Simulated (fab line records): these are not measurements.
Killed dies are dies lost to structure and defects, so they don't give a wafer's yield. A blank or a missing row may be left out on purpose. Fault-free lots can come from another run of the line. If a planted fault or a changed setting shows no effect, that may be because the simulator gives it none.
A struck lot beside a sound one || flow n5Finfet || 15 steps out of a route of 1938
Sound: the wafers L165.1, L165.2, L165.4. Wafers L169.1, L169.2, L169.6 were the ones struck. The cause is named last.
Each step with rows lists, per side, the tool, then ch with its chambers, then its first start. Under that, the readings that differ: sound wafers || struck wafers || difference of the means || sigmas: that difference in standard deviations of wafers without a fault.
alike: same words and numbers on both sides, and readings whose means sit less than 2 such deviations apart. not compared: any withheld reading, any reading some wafer has no value for, any bound like >300 that may hide the same value, and any number with overlapping values for which the record gives no deviation.
A row with sigmas, a row that says differs or no value, or rows on one side alone: a step with any of these is where the two part. Non-overlapping numbers with no deviation appear without sigmas and do not part them. Lack of a reading on every wafer of one side parts them only where that side has two or more wafers.

first, 2 steps without rows for these wafers: N5_BEOL_M11_PEB_26 (peb time 60 s); N5_BEOL_M11_DEVELOP_27 (develop time 30 s).
N5_BEOL_M11_CD_MEAS_28: target cd 70 nm.
  sound on cdSem-02 ch 0, day 12 17:13; struck on cdSem-03 ch 0, day 14 02:19
  alike: cdNm
N5_BEOL_M11_OVL_MEAS_29:
  sound on overlay-01 ch 0, day 12 17:14; struck on overlay-02 ch 0, day 14 02:20
  alike: V10_OVL
N5_BEOL_M11_INSPECT_30: inspects for defects (brightfield).
  struck on defectInspect-01, day 14 02:22; sound on defectInspect-01, day 12 17:16
  alike: rawDefectCount
N5_BEOL_M11_DESCUM_33: chemistry O2, time 7.9 s.
  sound on rieDiel-03 ch 0,1,2, day 12 17:17; struck on rieDiel-05 ch 1,2, day 14 02:32
  alike: drypumpMotorCurrentA, oesProductAu, rfVppV, showerheadPlenumPTorr, throttleValvePct
  not compared: rfHoursCounterH
N5_BEOL_M11_ETCH_65: etches SiARC in CF4, target depth 39 nm, time 65 s.
  sound on rieDiel-03 ch 0,1,2, day 12 17:20; struck on rieDiel-05 ch 1,2, day 14 02:35
{"reading": "etchRfOnTimeS (s)", "sound": "68.1 66.0 66.2", "struck": "65.0 61.6 65.1", "difference": -2.9, "sigmas": -2}
  alike: biasW, drypumpMotorCurrentA, oesProductAu, rfVppV, showerheadPlenumPTorr, throttleValvePct
  not compared: rfHoursCounterH
N5_BEOL_M11_ETCH_66: etches SOC in N2/H2, target depth 120 nm, overetch 24 nm, time 180 s.
  sound on rieDiel-03 ch 0,1,2, day 12 17:23; struck on rieDiel-05 ch 1,2, day 14 02:38
  alike: biasW, drypumpMotorCurrentA, oesProductAu, rfVppV, showerheadPlenumPTorr, throttleValvePct
  not compared: rfHoursCounterH
then, 1 step without rows for these wafers: N5_BEOL_M11_STRIP_69 (strips in N2/H2).
N5_BEOL_M11_VIA_ETCH_34: etches SiCOH lowk in C4F6/O2, target depth 184.5 nm, time 69.2 s.
  sound on rieDiel-03 ch 0,1,2, day 12 17:30; struck on rieDiel-05 ch 1,2, day 14 02:45
  alike: biasW, drypumpMotorCurrentA, oesProductAu, rfVppV, showerheadPlenumPTorr, throttleValvePct
  not compared: rfHoursCounterH
then, 2 steps without rows for these wafers: N5_BEOL_M11_STRIP_73 (strips in C4F6/O2); N5_BEOL_M11_STRIP_36 (strips in N2/H2).
N5_BEOL_M11_TRENCH_ETCH_37: etches SiCOH lowk in C4F6/O2, target depth 148.83 nm, time 48 s.
  sound on rieDiel-03 ch 0,1,2, day 12 17:37; struck on rieDiel-05 ch 1,2, day 14 02:51
{"reading": "biasW (W)", "sound": "184.7 185.1 184.8", "struck": "192.9 193.3 193.5", "difference": "+8.4", "sigmas": "+15"}
  alike: drypumpMotorCurrentA, oesProductAu, rfVppV, showerheadPlenumPTorr, throttleValvePct
  not compared: rfHoursCounterH
N5_BEOL_M11_ETCH_41: etches SiCN in CH3F/O2, target depth 42.6 nm, time 86 s.
  sound on rieDiel-03 ch 0,1,2; struck on rieDiel-05 ch 1,2
  alike: biasW, drypumpMotorCurrentA, oesProductAu, rfVppV, showerheadPlenumPTorr, throttleValvePct
  not compared: rfHoursCounterH
N5_PASSIVATION_PROBE_49:
  struck on prober-02, day 15 17:32; sound on prober-01, day 14 10:23
  alike: defectLimitedYield, killed_at_M0_to_M3, killed_at_M4_up, killedAtContacts, killedAtFrontEnd, killedAtOther, killedDies, killedOpen, killedShort, sort_bin_4_leakage, sort_bin_5_function, sort_bin_6_memory, sortNPass, sortYieldPct

== WHERE THEY PART ==
Last at N5_BEOL_M11_TRENCH_ETCH_37 as far as this record goes, first at N5_BEOL_M11_ETCH_65. Later steps at which nothing parts them and some readings are alike: N5_BEOL_M11_ETCH_41, N5_PASSIVATION_PROBE_49.

WHY: whatever the simulator had introduced
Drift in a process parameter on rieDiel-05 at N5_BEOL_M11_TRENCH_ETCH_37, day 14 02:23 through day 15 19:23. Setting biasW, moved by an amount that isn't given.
